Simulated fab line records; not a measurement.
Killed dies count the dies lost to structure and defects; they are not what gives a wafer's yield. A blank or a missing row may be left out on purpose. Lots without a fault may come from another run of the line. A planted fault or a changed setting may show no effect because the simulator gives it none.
fab line records | flow nand-harc
record: lots: 6 wafers: 18 last-day: 33
route steps=1302 shown A_M1@1171 END@1302
lots that met no fault: from a run of the same line without faults
start-h: start of the lot's first displayed wafer, in hours after the record's first day | wait-h: hours from the lot's prior step to this one | " unchanged from the row above | L1.1+2: one row covering several wafers at once | - value missing, or start not given | * or withheld: withheld | < > ~ a bound
route shown NAME@n: a module of which the file shows steps, and the number in the route of the first | usual: mean and standard deviation over wafers with no fault | same: alike in all rows | chamber/n: place in a boat | sites: the reading at each site | _std_site: the values' standard deviation | _edge_site: mean of outer sites minus mean of inner sites | radius-mm: how far each site lies from the wafer's centre | mask NAME#n: copy n | behind: the most recent tool/chamber to have shaped the wafer | hold: reason for holding the lot/hours on hold/outcome of the hold | device: names the non-switching transistor (n, p or np) | end of line: the route-end tests of the same wafers | for a step that has no rows: nothing shown but its recipe | killed: dies that structure and defects cost at the first sort, which is not the same as the wafer's yield | map: a wafer's dies, x killed, . not, _ none there
set.NAME: setting as actually run; set.NAME@STEP: the setting as run at that earlier step | model.NAME: the simulator's own value behind a step, which no gauge read
a table for each step, a row for each wafer; lots at some steps of the route
services: a tool's chamber out of use, with start hour (start-h, from the record's first day; less than 0 if before it), hours out, and reason
== steps ==
step: NHARC_A_M1_HMDS_02
recipe: time-s: 30
step: NHARC_A_M1_COAT_34
recipe: temp-c: 200 time-s: 65
step: NHARC_A_M1_COAT_03
recipe: spin-rpm: 1500 resist-thk-nm: 90
step: NHARC_A_M1_SOFTBAKE_04
recipe: temp-c: 105 time-s: 55
step: NHARC_A_M1_EBR_05
step: NHARC_A_M1_EXPOSE_06
recipe: na: 1.35 target-cd-nm: 120 dose-mj: 75.13 mask-id: A_M1
step: NHARC_A_M1_PEB_07
recipe: peb-temp-c: 100 peb-time-s: 65
step: NHARC_A_M1_DEVELOP_08
recipe: develop-time-s: 35 dev-temp-c: 23
step: NHARC_A_M1_CD_MEAS_09
recipe: target-cd-nm: 120 landing-energy-ev: 500
usual: cd-nm: 120.2/0.66
columns lot.wafer tool chamber start-h wait-h cd-nm
L541.1 cd-sem-01 0 592.81 - 120.1
L541.2 " 0 " " 119.8
L541.5 " 0 " " 120.5
L546.1 cd-sem-02 0 645.20 - 120.3
L546.3 " 0 " " 120.4
L546.5 " 0 " " 121.3
L547.1 cd-sem-03 0 646.70 - 120.2
L547.2 " 0 " " 119.9
L547.5 " 0 " " 120.5
L552.1 cd-sem-02 0 677.79 - 120.0
L552.2 " 0 " " 119.1
L552.4 " 0 " " 120.7
L555.3 cd-sem-03 0 729.85 - 120.8
L555.4 " 0 " " 120.3
L555.6 " 0 " " 120.9
L556.2 cd-sem-01 0 743.15 - 120.7
L556.3 " 0 " " 119.9
L556.6 " 0 " " 119.0
step: NHARC_A_M1_OVL_MEAS_10
recipe: pitch-nm: 240
usual: overlay-x-nm: 0.0/0.86 overlay-y-nm: -0.1/0.96
columns lot.wafer tool chamber start-h wait-h overlay-x-nm overlay-y-nm
L541.1 overlay-02 - 592.90 - 0.5 -1.3
L541.2 " - " " 0.9 -1.3
L541.5 " - " " 1.3 -1.7
L546.1 overlay-02 - 645.29 - -0.4 0.1
L546.3 " - " " 0.1 0.0
L546.5 " - " " -0.4 -0.2
L547.1 overlay-02 - 646.79 - 0.2 2.7
L547.2 " - " " 0.3 2.4
L547.5 " - " " 0.6 2.5
L552.1 overlay-01 - 677.87 - 0.7 0.8
L552.2 " - " " 1.3 0.1
L552.4 " - " " 1.1 0.4
L555.3 overlay-01 - 729.93 - -0.1 -0.2
L555.4 " - " " -0.6 -1.2
L555.6 " - " " -0.6 -1.2
L556.2 overlay-01 - 743.23 - -0.4 0.5
L556.3 " - " " -0.7 0.8
L556.6 " - " " -1.3 1.0
step: NHARC_A_M1_INSPECT_11
usual: raw-defect-count: 80/38
columns lot.wafer tool chamber start-h wait-h raw-defect-count
L541.1 defect-inspect-02 - 592.94 0.0 106
L541.2 " - " " 120
L541.5 " - " " 134
L546.1 defect-inspect-01 - 645.32 0.0 40
L546.3 " - " " 37
L546.5 " - " " 35
L547.1 defect-inspect-01 - 646.83 0.0 101
L547.2 " - " " 97
L547.5 " - " " 79
L552.1 defect-inspect-01 - 677.91 0.0 130
L552.2 " - " " 112
L552.4 " - " " 110
L555.3 defect-inspect-02 - 729.97 0.0 90
L555.4 " - " " 81
L555.6 " - " " 98
L556.2 defect-inspect-01 - 743.27 0.0 30
L556.3 " - " " 30
L556.6 " - " " 33
step: NHARC_A_M1_DESCUM_14
recipe: time-s: 3 o2-flow-sccm: 200 ar-flow-sccm: 0 bias-power-w: 0 chemistry: O2
usual: drypump-motor-current-A: 5.9/0.42 oes-product-au: 0.999/0.01 rf-vpp-V: 57.8/0.89 showerhead-plenum-p-Torr: 1.93/0.097 throttle-valve-pct: 11.311/0.0087
columns lot.wafer tool chamber start-h wait-h drypump-motor-current-A oes-product-au rf-hours-counter-h rf-vpp-V showerhead-plenum-p-Torr throttle-valve-pct
L541.2 rie-diel-05 0 593.02 0.1 6.5 0.980 0 57.9 1.83 11.321
L541.1 " 1 " " 5.2 0.986 0 57.5 2.00 11.323
L541.5 " 3 " " 6.4 1.015 - 57.1 1.85 11.293
L546.1 rie-diel-05 0 645.39 0.1 6.6 0.983 2.8 56.7 1.83 11.307
L546.3 " 1 " " 5.2 0.990 2.9 58.5 2.00 11.313
L546.5 " 0 " " 6.5 0.987 - 58.6 1.83 11.322
L547.2 rie-diel-05 1 646.90 0.1 5.2 0.986 3.0 57.4 2.00 11.307
L547.1 " 3 " " 6.4 0.996 3.4 59.4 1.85 11.314
L547.5 " 1 " " 5.2 0.984 - 57.2 2.00 11.303
L552.4 rie-diel-08 2 677.97 0.1 5.9 0.996 7.1 57.2 1.91 11.314
L552.2 " 0 " " 5.5 1.012 7.3 58.2 1.91 11.315
L552.1 " 1 " " 5.3 0.990 7.3 56.1 1.82 11.307
L555.4 rie-diel-11 1 730.03 0.1 6.0 1.005 3.4 56.8 1.90 11.315
L555.3 " 0 " " 5.4 1.003 3.4 58.5 2.05 11.309
L555.6 " 2 " " 5.9 1.006 - 55.6 1.78 11.312
L556.2 rie-diel-08 3 743.34 0.1 5.9 1.002 0.3 58.7 2.01 11.312
L556.3 " 1 " " 5.3 0.993 0.2 57.4 1.82 11.300
L556.6 " 2 " " 6.0 1.003 - 57.8 1.91 11.312
step: NHARC_A_M1_ETCH_35
recipe: target-depth-a: 400 overetch-a: 120 time-s: 43.94 ion-energy-ev: 200 n2-flow-sccm: 150 h2-flow-sccm: 150 ar-flow-sccm: 0 rf-w: 400 bias-w: 150 chemistry: N2/H2
usual: drypump-motor-current-A: 5.9/0.43 oes-product-au: 0.997/0.011 rf-vpp-V: 431.1/3 run-length-s: 65.2/0.49 showerhead-plenum-p-Torr: 2.06/0.11 throttle-valve-pct: 14.170/0.0085
columns lot.wafer tool chamber start-h wait-h drypump-motor-current-A oes-product-au rf-hours-counter-h rf-vpp-V run-length-s showerhead-plenum-p-Torr throttle-valve-pct
L541.1 rie-diel-05 3 593.09 0.1 6.4 0.999 0.0 428.6 65.1 1.97 14.167
L541.2 " 2 " " 5.7 0.976 0.0 431.2 65.1 2.10 14.182
L541.5 " 3 " " 6.4 0.996 - 429.3 64.9 1.97 14.172
L546.1 rie-diel-05 3 645.47 0.1 6.4 0.997 3.3 428.7 64.6 1.97 14.185
L546.3 " 0 " " 6.6 0.973 2.8 428.9 65.9 1.94 14.164
L546.5 " 0 " " 6.5 0.978 - 428.7 54.4 1.94 14.168
L547.1 rie-diel-05 3 646.99 0.1 6.4 1.009 3.4 428.7 64.8 1.97 14.166
L547.2 " 0 " " 6.6 0.977 2.9 428.4 65.6 1.95 14.176
L547.5 " 2 " " 5.7 1.007 - 433.8 53.8 2.10 14.179
L552.4 rie-diel-08 3 678.06 0.1 5.8 1.014 8.4 433.3 65.6 2.14 14.169
L552.1 " 0 " " 5.5 1.008 7.3 429.7 65.9 2.03 14.154
L552.2 " 1 " " 5.3 0.984 7.3 427.3 65.8 1.94 14.180
L555.4 rie-diel-11 1 730.12 0.1 6.0 0.992 3.4 428.7 64.6 2.02 14.162
L555.3 " 2 " " 5.9 1.000 3.5 425.1 65.2 1.90 14.177
L555.6 " 1 " " 6.0 0.997 - 431.3 65.0 2.02 14.170
L556.2 rie-diel-08 1 743.42 0.1 5.3 0.980 0.2 427.1 65.6 1.94 14.173
L556.3 " 0 " " 5.5 1.002 0.3 430.5 65.7 2.03 14.164
L556.6 " 1 " " 5.3 0.977 - 427.5 65.5 1.94 14.168
step: NHARC_A_M1_ETCH_15
recipe: target-depth-a: 1825 time-s: 91.2 c4f8-flow-sccm: withheld ar-flow-sccm: 400 rf-w: 600 bias-w: 300 chemistry: C4F8/Ar
usual: oes-product-au: 0.948/0.021 rf-vpp-V: 441/3.1 run-length-s: 112.5/0.48
columns lot.wafer tool chamber start-h wait-h oes-product-au rf-hours-counter-h rf-vpp-V run-length-s
L541.2 rie-diel-05 3 - - 0.960 0.0 440 112.5
L541.1 " 0 " " 0.971 0.0 439 113.3
L541.5 " 0 " " 0.958 - 438 113.0
L546.3 rie-diel-05 0 - - 0.943 2.8 438 113.1
L546.1 " 2 " " 0.963 3.5 442 111.9
L546.5 " 0 " " 0.940 - 440 113.2
L547.2 rie-diel-05 2 - - 0.977 3.5 443 112.6
L547.1 " 3 " " 0.977 3.4 440 112.2
L547.5 " 1 " " 0.959 - 443 111.7
L552.4 rie-diel-08 1 - - 0.916 7.4 438 112.6
L552.2 " 2 " " 0.934 7.2 439 112.2
L552.1 " 3 " " 0.927 8.5 445 113.1
L555.4 rie-diel-11 2 - - 0.960 3.5 437 112.7
L555.3 " 3 " " 0.989 3.4 444 113.2
L555.6 " 0 " " 0.973 - 445 112.8
L556.2 rie-diel-08 0 - - 0.980 0.3 441 112.7
L556.3 " 2 " " 0.963 0.3 441 112.7
L556.6 " 1 " " 0.955 - 439 112.9
step: NHARC_END_SORT_01
recipe: temp-c: 25
usual: defect-limited-yield: 92.3/2.7 killed-at-array: 47/18 killed-at-other: 0.9/1.1 killed-at-periphery: 4/3.1 killed-dies: 52/18 killed-open: 3.1/1.5 killed-short: 2.4/1.5 sort_bin_2_pct: 2.7/1.2 sort_bin_3_pct: 0.6/0.38 sort_bin_4_pct: 4.5/1.5 sort-n-pass: 625/18 sort-rim-yield-pct: 89/4.5 sort-yield-pct: 92.3/2.7
same: gross-dies: 677 sort_bin_5_pct[%]: 0 sort_bin_6_pct[%]: 0 sort_bin_7_pct[%]: 0 sort_bin_8_pct[%]: 0 sort-rim-n-gross: 106.00
columns lot.wafer tool chamber start-h wait-h defect-limited-yield[%] killed-at-array killed-at-other killed-at-periphery killed-dies killed-open killed-short sort_bin_2_pct[%] sort_bin_3_pct[%] sort_bin_4_pct[%] sort-n-pass sort-rim-yield-pct[%] sort-yield-pct[%]
L541.1 prober-02 0 631.70 2.5 90.4 60 1 4 65 3 2 3.8 0.1 5.6 612 84 90.4
L541.2 prober-02 0 632.50 2.8 86.4 85 1 6 92 2 4 4.3 1.9 7.4 585 91 86.4
L541.5 prober-02 0 634.91 3.7 90.1 60 1 6 67 3 4 3.4 0.6 5.9 610 83 90.1
L546.1 prober-01 0 685.22 2.5 94.8 34 0 1 35 3 3 2.1 0.1 3.0 642 93 94.8
L546.3 prober-01 0 686.83 3.1 95.3 29 2 1 32 3 4 1.0 0.3 3.4 645 91 95.3
L546.5 prober-01 0 688.43 3.7 95.3 32 0 0 32 4 1 1.6 0.3 2.8 645 95 95.3
L547.1 prober-02 0 685.26 2.5 92.2 50 1 2 53 4 1 2.7 0.7 4.4 624 87 92.2
L547.2 prober-02 0 686.06 2.8 91.3 55 1 3 59 4 2 3.5 0.7 4.4 618 84 91.3
L547.5 prober-02 0 688.47 3.7 93.2 45 0 1 46 3 0 2.2 0.3 4.3 631 88 93.2
L552.1 prober-02 0 719.40 2.5 91.9 53 0 2 55 2 1 3.8 0.3 4.0 622 83 91.9
L552.2 prober-02 0 720.21 2.8 88.9 75 0 0 75 1 5 4.0 1.0 6.1 602 91 88.9
L552.4 prober-02 0 721.81 3.4 89.8 69 0 0 69 1 2 4.4 0.7 5.0 608 92 89.8
L555.3 prober-02 0 775.76 3.1 89.1 65 4 5 74 3 2 3.0 1.0 6.9 603 85 89.1
L555.4 prober-02 0 776.55 3.4 91.1 53 3 4 60 2 1 2.4 0.3 6.2 617 88 91.1
L555.6 prober-02 0 778.13 4.0 90.3 59 3 4 66 5 2 4.4 0.6 4.7 611 83 90.3
L556.2 prober-01 0 781.08 2.8 96.2 24 0 2 26 2 2 0.9 0.1 2.8 651 95 96.2
L556.3 prober-01 0 781.87 3.1 96.3 24 1 0 25 3 3 1.0 0.1 2.5 652 95 96.3
L556.6 prober-01 0 784.25 4.0 94.7 31 3 2 36 1 3 2.1 0.6 2.7 641 94 94.7
killed by level:class
L541.1 A_SLIT:chamber-film-flake=23 A_CHANNEL_HOLE_D2:chamber-film-flake=11 A_CHANNEL_HOLE_D1:chamber-film-flake=9 A_CONTACT:chamber-film-flake=4 A_M1:chamber-film-flake=4 P_M1:chamber-film-flake=2 A_CHANNEL_FILL_D2:chamber-film-flake=2 A_STAIRCASE:chamber-film-flake=2
L541.2 A_CHANNEL_HOLE_D1:chamber-film-flake=35 A_SLIT:chamber-film-flake=20 A_CHANNEL_HOLE_D2:chamber-film-flake=11 A_CONTACT:chamber-film-flake=9 P_M2:geometric-particle:short=2 P_GATE:chamber-film-flake=2 A_ZERO_WELL:chamber-film-flake=2 A_CHANNEL_FILL_D2:chamber-film-flake=2
L541.5 A_SLIT:chamber-film-flake=21 A_CHANNEL_HOLE_D1:chamber-film-flake=11 A_CHANNEL_HOLE_D2:chamber-film-flake=10 A_CONTACT:chamber-film-flake=7 P_BONDPAD:chamber-film-flake=3 P_GATE:chamber-film-flake=2 A_CHANNEL_FILL_D2:chamber-film-flake=2 A_M1:chamber-film-flake=2
L546.1 A_CHANNEL_HOLE_D2:chamber-film-flake=13 A_CHANNEL_HOLE_D1:chamber-film-flake=5 A_WL_FILL:chamber-film-flake=3 A_CONTACT:chamber-film-flake=3 A_STAIRCASE:chamber-film-flake=2 A_ONON_D1:geometric-particle:short=1 A_CHANNEL_FILL_D1:geometric-particle:short=1 A_CHANNEL_FILL_D1:geometric-particle:open=1
L547.1 A_CHANNEL_HOLE_D1:chamber-film-flake=15 A_CHANNEL_HOLE_D2:chamber-film-flake=14 A_SLIT:chamber-film-flake=7 A_CONTACT:chamber-film-flake=5 A_CHANNEL_FILL_D1:geometric-particle:open=2 A_CHANNEL_FILL_D2:chamber-film-flake=2 P_M0:geometric-particle:short=1 A_ONON_D2:geometric-particle:open=1
L547.2 A_CHANNEL_HOLE_D2:chamber-film-flake=24 A_CHANNEL_HOLE_D1:chamber-film-flake=16 A_DECK1_JOINT:chamber-film-flake=3 A_STAIRCASE:chamber-film-flake=3 A_SLIT:chamber-film-flake=2 P_GATE:geometric-particle:open=1 A_ONON_D1:geometric-particle:short=1 A_DECK1_JOINT:geometric-particle:open=1
L546.3 A_CHANNEL_HOLE_D2:chamber-film-flake=12 A_CHANNEL_HOLE_D1:chamber-film-flake=3 A_CHANNEL_FILL_D1:geometric-particle:short=2 A_BLC:geometric-particle:open=2 A_SLIT:chamber-film-flake=2 A_CONTACT:chamber-film-flake=2 THIN_TSV:chamber-film-flake=2 A_ONON_D1:geometric-particle:short=1
L546.5 A_CHANNEL_HOLE_D2:chamber-film-flake=14 A_SLIT:chamber-film-flake=4 A_SGD_CUT:geometric-particle:open=2 A_CHANNEL_HOLE_D1:chamber-film-flake=2 A_DECK1_JOINT:chamber-film-flake=2 A_ONON_D1:geometric-particle:open=1 A_CHANNEL_FILL_D1:geometric-particle:open=1 A_ONON_D2:geometric-particle:short=1
L547.5 A_CHANNEL_HOLE_D2:chamber-film-flake=19 A_CHANNEL_HOLE_D1:chamber-film-flake=14 A_WL_FILL:chamber-film-flake=3 A_CHANNEL_FILL_D1:geometric-particle:open=2 A_CONTACT:chamber-film-flake=2 A_SGD_CUT:geometric-particle:open=1 P_STI:chamber-film-flake=1 A_CHANNEL_FILL_D1:chamber-film-flake=1
L552.1 A_SLIT:chamber-film-flake=24 A_CHANNEL_HOLE_D1:chamber-film-flake=14 A_CONTACT:chamber-film-flake=5 A_DECK1_JOINT:chamber-film-flake=3 A_STAIRCASE:chamber-film-flake=3 P_M0:geometric-particle:open=1 A_CHANNEL_HOLE_D1:geometric-particle:open=1 A_CHANNEL_FILL_D2:geometric-particle:short=1
L552.2 A_CHANNEL_HOLE_D1:chamber-film-flake=36 A_SLIT:chamber-film-flake=22 A_CONTACT:chamber-film-flake=6 A_STAIRCASE:chamber-film-flake=2 A_WL_FILL:chamber-film-flake=2 A_ONON_D1:geometric-particle:short=1 A_CHANNEL_FILL_D1:geometric-particle:short=1 A_DECK1_JOINT:geometric-particle:short=1
L552.4 A_CHANNEL_HOLE_D1:chamber-film-flake=34 A_SLIT:chamber-film-flake=27 A_CONTACT:chamber-film-flake=2 A_ONON_D2:geometric-particle:open=1 A_CHANNEL_FILL_D2:geometric-particle:short=1 A_WL_FILL:geometric-particle:short=1 A_CHANNEL_FILL_D2:chamber-film-flake=1 A_STAIRCASE:chamber-film-flake=1
L555.3 A_SLIT:chamber-film-flake=31 A_CHANNEL_HOLE_D1:chamber-film-flake=8 A_CHANNEL_HOLE_D2:chamber-film-flake=8 A_STAIRCASE:chamber-film-flake=6 THIN_TSV:chamber-film-flake=4 A_CHANNEL_FILL_D1:chamber-film-flake=3 P_ZERO_WELL:chamber-film-flake=2 P_GATE:chamber-film-flake=2
L555.4 A_SLIT:chamber-film-flake=22 A_CHANNEL_HOLE_D1:chamber-film-flake=14 A_CHANNEL_HOLE_D2:chamber-film-flake=5 A_STAIRCASE:chamber-film-flake=4 THIN_TSV:chamber-film-flake=3 P_STI:chamber-film-flake=2 A_SGD_CUT:chamber-film-flake=2 A_WL_FILL:chamber-film-flake=2
L555.6 A_SLIT:chamber-film-flake=19 A_CHANNEL_HOLE_D1:chamber-film-flake=13 A_STAIRCASE:chamber-film-flake=7 A_CHANNEL_HOLE_D2:chamber-film-flake=5 A_SGD_CUT:chamber-film-flake=4 A_CHANNEL_FILL_D1:chamber-film-flake=3 A_CONTACT:geometric-particle:open=2 A_M0:geometric-particle:open=2
L556.2 A_CONTACT:chamber-film-flake=7 A_CHANNEL_HOLE_D2:chamber-film-flake=3 A_ZERO_WELL:chamber-film-flake=2 A_CHANNEL_HOLE_D1:unspecified=2 A_CHANNEL_FILL_D1:chamber-film-flake=2 A_SLIT:chamber-film-flake=2 P_M0:geometric-particle:short=1 A_CHANNEL_FILL_D1:geometric-particle:short=1
L556.3 A_CONTACT:chamber-film-flake=7 A_SLIT:chamber-film-flake=4 A_CHANNEL_FILL_D1:chamber-film-flake=2 A_STAIRCASE:chamber-film-flake=2 A_ONON_D1:geometric-particle:short=1 A_CHANNEL_HOLE_D1:geometric-particle:open=1 A_CHANNEL_FILL_D1:geometric-particle:open=1 A_ONON_D2:geometric-particle:short=1
L556.6 A_SLIT:chamber-film-flake=10 A_CONTACT:chamber-film-flake=9 A_CHANNEL_HOLE_D2:chamber-film-flake=3 P_GATE:chamber-film-flake=2 A_CHANNEL_FILL_D1:chamber-film-flake=2 A_DECK1_JOINT:chamber-film-flake=2 THIN_TSV:chamber-film-flake=2 A_ONON_D1:geometric-particle:short=1
== services ==
columns tool chamber start-h hours kind
rie-diel-05 2 569.75 7.2 repair
rie-diel-05 - 583.60 9.0 pm
rie-diel-05 0 583.60 9.0 vent-cycle
rie-diel-05 1 583.60 9.0 vent-cycle
rie-diel-05 2 583.60 9.0 vent-cycle
rie-diel-05 3 583.60 9.0 vent-cycle
rie-diel-05 0 592.60 - clean
rie-diel-05 1 592.60 - clean
rie-diel-05 2 592.60 - clean
rie-diel-05 3 592.60 - clean
rie-diel-11 - 609.50 9.0 pm
rie-diel-05 0 617.10 - clean
rie-diel-05 1 617.10 - clean
rie-diel-05 2 617.10 - clean
rie-diel-05 3 617.10 - clean
rie-diel-08 2 617.62 14.2 repair
rie-diel-11 3 621.92 5.1 repair
rie-diel-11 1 634.95 1.9 repair
rie-diel-05 0 641.60 - clean
rie-diel-05 1 641.60 - clean
rie-diel-05 2 641.60 - clean
rie-diel-08 0 656.34 8.3 repair
rie-diel-05 2 671.64 5.2 repair
rie-diel-08 - 721.80 9.0 pm
== key ==
first-sign: step: NHARC_A_M1_ETCH_35 reading: run-length-s direction: down sigmas: 23 usual: * struck: *
effect none on later readings
met-at NHARC_A_M1_ETCH_35
struck-wafers L546.5,L547.5
onset-between 593.09 645.47
fault: kind: process-parameter-drift tool: rie-diel-05 chamber: - onset-h: 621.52 steps: NHARC_A_M1_ETCH_35 channel: time-s offset: * shape: step end-h: 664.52 scope: struck-wafers-only acts-in: * stated: *
